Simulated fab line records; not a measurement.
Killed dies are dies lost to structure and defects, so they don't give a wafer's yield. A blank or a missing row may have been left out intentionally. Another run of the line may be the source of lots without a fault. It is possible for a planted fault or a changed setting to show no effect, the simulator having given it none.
Code-filled problem report in 8D (eight disciplines) form    flow n5_finfet    the parts of the form that need people (team, actions taken, sign-off) are left out

1. PROBLEM STATEMENT
Wafers with no fault read 150.0 W with a standard deviation of 0.44, whereas bias_w at N5_BEOL_M3_ETCH_70 reads a mean of 200.3 W on 1 wafer of 1 lot. That is +99 or more standard deviations from the usual mean.
The step: etches SOC in N2/H2, target depth 80 nm, overetch 16 nm, time 120 s.
Earliest sighting: wafer L830.3 on rie_diel-06 at day 10 12:22. Wafers with a number at this step in the record: 15, from 5 lots. By rule, "out" or "out of limits" means more than 4 standard deviations away from the usual mean. All remaining wafers that have a number are taken as sound.

2. WHAT IT IS; WHAT IT IS NOT
question                     is                 is not
which readings at this step  bias_w, rf_vpp_V   drypump_motor_current_A, h2_flow_sccm, oes_product_au, showerhead_plenum_p_Torr, throttle_valve_pct
which lots                   L830               L824, L825, L835, L840
which wafers of those lots   L830.3             L830.1, L830.4
read on which tools          rie_diel-06        rie_diel-02, rie_diel-04
when                         from day 10 12:22  up to then (8 sound wafers); but 6 sound wafers of L835, L840 came after

3. SUSPECTS, AND WHAT RULES EACH OUT
Counting: if a tool at a process step up to the reading ran every lot that is out, it stays a suspect. Sound lots after the first of them don't rule it out here, since some wafers of a struck lot are sound.
- rie_diel-04 at N5_BEOL_M3_DESCUM_33 (chemistry O2, time 7 s): kept. L830, the lot that is out, went through it at day 10 11:05; up to then, the latest sound lot through it was L825 at day 9 01:58.
- rie_diel-04 at N5_BEOL_M3_ETCH_77 (etches underlayer in N2/H2, target depth 6.5 nm, time 5.2 s): kept. L830, the lot that is out, went through it at day 10 11:07; up to then, the latest sound lot through it was L825 at day 9 02:00.
- rie_diel-04 at N5_BEOL_M3_ETCH_69 (etches SiARC in CF4, target depth 15.6 nm, time 26 s): kept. L830, the lot that is out, went through it at day 10 11:08; up to then, the latest sound lot through it was L825 at day 9 02:01.
- ald_sin-04 at N5_BEOL_M3_ALD_98 (deposits SiO2, target thk 2.5 nm, pulse time 1 s, co reactant pulse time 1 s): kept. It ran the lot that is out, L830 (day 10 11:13).
- rie_diel-06 at N5_BEOL_M3_ETCHBACK_99 (etches SiO2 in CHF3, target depth 5 nm, time 10.4 s): kept. L830, the lot that is out, went through it at day 10 12:20; up to then, the latest sound lot through it was L824 at day 8 15:41.
- rie_diel-06 at N5_BEOL_M3_ETCH_70 (etches SOC in N2/H2, target depth 80 nm, overetch 16 nm, time 120 s): kept. L830, the lot that is out, went through it at day 10 12:22; up to then, the latest sound lot through it was L824 at day 8 15:43. Its own bias_w, rf_vpp_V readings are out on those wafers.
- In rie_diel-04 at N5_BEOL_M3_DESCUM_33, the wafers that are out were processed in chamber 2 and their sound lot-mates in chambers 0, 3.
- In rie_diel-04 at N5_BEOL_M3_ETCH_77, the wafers that are out were processed in chamber 2 and their sound lot-mates in chambers 0, 3.
- In rie_diel-04 at N5_BEOL_M3_ETCH_69, the wafers that are out were processed in chamber 2 and their sound lot-mates in chambers 0, 3.
- In ald_sin-04 at N5_BEOL_M3_ALD_98, the wafers that are out were processed in chamber 3 and their sound lot-mates in chambers 0, 1.
- In rie_diel-06 at N5_BEOL_M3_ETCHBACK_99, the wafers that are out were processed in chamber 3 and their sound lot-mates in chambers 0, 1.
- In rie_diel-06 at N5_BEOL_M3_ETCH_70, the wafers that are out were processed in chamber 3 and their sound lot-mates in chambers 0, 1.
Left after counting: rie_diel-04 at N5_BEOL_M3_DESCUM_33, rie_diel-04 at N5_BEOL_M3_ETCH_77, rie_diel-04 at N5_BEOL_M3_ETCH_69, ald_sin-04 at N5_BEOL_M3_ALD_98, rie_diel-06 at N5_BEOL_M3_ETCHBACK_99, rie_diel-06 at N5_BEOL_M3_ETCH_70.

4. THE CAUSE (what the simulator had put in)
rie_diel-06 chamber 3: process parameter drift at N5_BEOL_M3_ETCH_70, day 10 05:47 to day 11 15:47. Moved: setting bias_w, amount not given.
After counting, 6 suspects remain, this tool included.

5. THE EFFECT CHAIN, in route order
Each row: a reading whose mean over the struck wafers that have a number lies more than 3 standard deviations from the usual. Readings are gone through only where the record gives a usual standard deviation; hours: the median, over the lots, of the time from a lot's start at the first step in this table giving one to that lot's start at this step; sigmas: the change measured in usual standard deviations.
hours  step                reading   usual    on struck wafers  change  sigmas
0      N5_BEOL_M3_ETCH_70  bias_w    150.0 W  200.3             +50.3   +99 or more
0      N5_BEOL_M3_ETCH_70  rf_vpp_V  524.5 V  632.4             +107.9  +39
Its process steps:
- N5_BEOL_M3_ETCH_70: etches SOC in N2/H2, target depth 80 nm, overetch 16 nm, time 120 s.
Later measuring or inspecting steps at which every struck wafer that the step has a row for has a number for every such reading, and none has moved that far: N5_BEOL_M4_RC_MEAS_101.

6. HOW IT WOULD HAVE BEEN CAUGHT EARLIER
The fault began at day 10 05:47; the first out-of-limits reading in this record came at day 10 12:22, 7 hours later.
